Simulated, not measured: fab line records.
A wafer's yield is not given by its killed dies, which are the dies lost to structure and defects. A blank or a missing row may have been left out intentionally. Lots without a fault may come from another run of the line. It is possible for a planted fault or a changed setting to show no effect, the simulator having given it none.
Struck lot and sound lot, side by side    flow nand_harc    24 steps out of a route of 1302
Sound: wafers L683.1, L683.2, L683.4. Struck: wafer L693.4 (L693.3, L693.5, from the same lot, were not struck and are left out); the cause is given at the end.
Each step with rows lists, per side, the tool, then ch with its chambers, then its first start. Under that, the readings that differ: sound wafers    struck wafers    difference of the means    sigmas: that difference in standard deviations of wafers without a fault.
alike: readings whose means differ by less than 2 such deviations, and words and numbers that are the same on both sides. not compared: withheld readings, readings that some wafer has no value for, bounds like >300 that may hide the same value, and numbers for which the record gives no deviation and whose values overlap.
The two part at a step that has a row with sigmas, a row that says differs or no value, or rows on one side only. Numbers that have no deviation but don't overlap get no sigmas and don't part them. A reading missing from all wafers of one side parts the sides only when that side holds two or more wafers.

NHARC_P_M0_INSPECT_27:
  sound: defect_inspect-01 at day 6 13:04; struck: defect_inspect-01 at day 10 14:37
  alike: raw_defect_count
NHARC_P_M0_PRE_CLEAN_31: time 12 s.
  sound on pecvd-03 ch 0,1,2, day 6 13:08; struck on pecvd-04 ch 1, day 10 15:04
reading             sound        struck  difference  sigmas
heater_power_w (W)  629 598 571  758     +159        +2
  alike: rf_fwd_power_W, susceptor_temp_C
NHARC_P_M0_DEP_32: deposits SiCN, target thk 30 nm.
  sound on pecvd-03 ch 0,1,2, day 6 13:13; struck on pecvd-04 ch 1, day 10 15:16
reading             sound        struck  difference  sigmas
heater_power_w (W)  521 476 522  702     +196        +3
  alike: rf_fwd_power_W, susceptor_temp_C
then, 8 steps without rows for these wafers: NHARC_P_M1_DEP_00 (deposits SiOC, target thk 182.5 nm); NHARC_P_M1_DEHYDRATE_01 (time 120 s); NHARC_P_M1_HMDS_02 (time 30 s); NHARC_P_M1_COAT_34 (time 65 s); NHARC_P_M1_COAT_03 (resist thk 90 nm); NHARC_P_M1_SOFTBAKE_04 (time 55 s); NHARC_P_M1_EBR_05; NHARC_P_M1_EXPOSE_06 (exposes mask P M1, target cd 130 nm).
NHARC_P_M1_PEB_07: peb time 65 s.
  sound on litho_track-06 ch 0, day 6 14:22; struck on litho_track-04 ch 0, day 10 16:26
  alike: chill_plate_temp_C
then, 1 step without rows for these wafers: NHARC_P_M1_DEVELOP_08 (develop time 35 s).
NHARC_P_M1_CD_MEAS_09 targets a cd of 130 nm.
  sound on cd_sem-01 ch 0, day 6 14:26; struck on cd_sem-01 ch 0, day 10 16:31
reading     sound              struck  difference  sigmas
cd_nm (nm)  129.2 130.0 129.3  133.1   +3.6        +5
NHARC_P_M1_OVL_MEAS_10: pitch 260 nm.
  sound: overlay-01 at day 6 14:32; struck: overlay-02 at day 10 16:35
  alike: overlay_x_nm, overlay_y_nm
NHARC_P_M1_INSPECT_11:
  sound: defect_inspect-01 at day 6 14:34; struck: defect_inspect-01 at day 10 16:38
  alike: raw_defect_count
NHARC_P_M1_DESCUM_14: chemistry O2, time 3 s.
  sound on rie_diel-07 ch 0,1,2, day 6 14:37; struck on rie_diel-01 ch 1, day 10 16:42
reading                sound              struck  difference  sigmas
model.P_M1.cd_nm (nm)  129.4 130.7 129.7  133.1   +3.2        
  alike: chamber_pressure_mTorr, drypump_motor_current_A, oes_product_au, rf_vpp_V, showerhead_plenum_p_Torr, throttle_valve_pct
  not compared: rf_hours_counter_h
NHARC_P_M1_ETCH_35: etches the open film in N2/H2, target depth 40 nm, overetch 12 nm, time 43.94 s.
  sound on rie_diel-07 ch 0,2,3, day 6 14:43; struck on rie_diel-01 ch 0, day 10 16:48
  alike: chamber_pressure_mTorr, drypump_motor_current_A, oes_product_au, rf_fwd_power_W, rf_vpp_V, showerhead_plenum_p_Torr, throttle_valve_pct
  not compared: rf_hours_counter_h
NHARC_P_M1_ETCH_15: etches the open film in C4F8/Ar, target depth 182.5 nm, time 91.2 s.
  sound: rie_diel-07 ch 0,1,3; struck: rie_diel-01 ch 3
reading       sound              struck  difference  sigmas
rf_vpp_V (V)  440.7 438.8 438.9  445.0   +5.5        +2
  alike: chamber_pressure_mTorr, oes_product_au, rf_fwd_power_W
  not compared: rf_hours_counter_h
NHARC_P_M1_CD_MEAS_16:
  sound: cd_sem-02 at day 6 14:56; struck: cd_sem-02 at day 10 17:03
reading     sound              struck  difference  sigmas
cd_nm (nm)  129.0 130.8 129.0  132.8   +3.2        +3
NHARC_P_M1_STRIP_18: strips in N2/H2.
  sound on rie_diel-02 ch 0,1,3, day 6 15:00; struck on rie_diel-01 ch 0, day 10 17:10
reading                 sound                 struck  difference  sigmas
oes_product_au (a.u.)   0.979 0.979 0.996     1.012   +0.027      +2
throttle_valve_pct (%)  14.171 14.171 14.175  14.149  -0.023      -2
  alike: chamber_pressure_mTorr, drypump_motor_current_A, rf_fwd_power_W, rf_vpp_V, showerhead_plenum_p_Torr
  not compared: rf_hours_counter_h
NHARC_P_M1_ETCH_28: etches the open film in CF4/N2, target depth 30 nm, time 72.99 s.
  sound: rie_diel-02 ch 0,1,3; struck: rie_diel-01 ch 3
reading                sound              struck  difference  sigmas
model.P_M1.cd_nm (nm)  129.8 130.2 129.1  132.4   +2.7        
  alike: chamber_pressure_mTorr, drypump_motor_current_A, oes_product_au, rf_fwd_power_W, rf_vpp_V, showerhead_plenum_p_Torr, throttle_valve_pct
  not compared: rf_hours_counter_h
then, 1 step without rows for these wafers: NHARC_P_M1_STRIP_19 (strips in post etch residue remover, time 600 s).
-- break in the record here, with 19 days between the starts of the struck wafers on either side (left off in module P_M1, picked up again in module END, where the first step shown is number 1302 on the route) --
NHARC_END_SORT_01:
  here the record holds rows for the struck wafers (prober-02 ch 0, day 29 05:29) but none for the sound ones

WHERE THEY PART
First at NHARC_P_M0_PRE_CLEAN_31; last, within this record, at NHARC_END_SORT_01.

WHY: what had been put in by the simulator
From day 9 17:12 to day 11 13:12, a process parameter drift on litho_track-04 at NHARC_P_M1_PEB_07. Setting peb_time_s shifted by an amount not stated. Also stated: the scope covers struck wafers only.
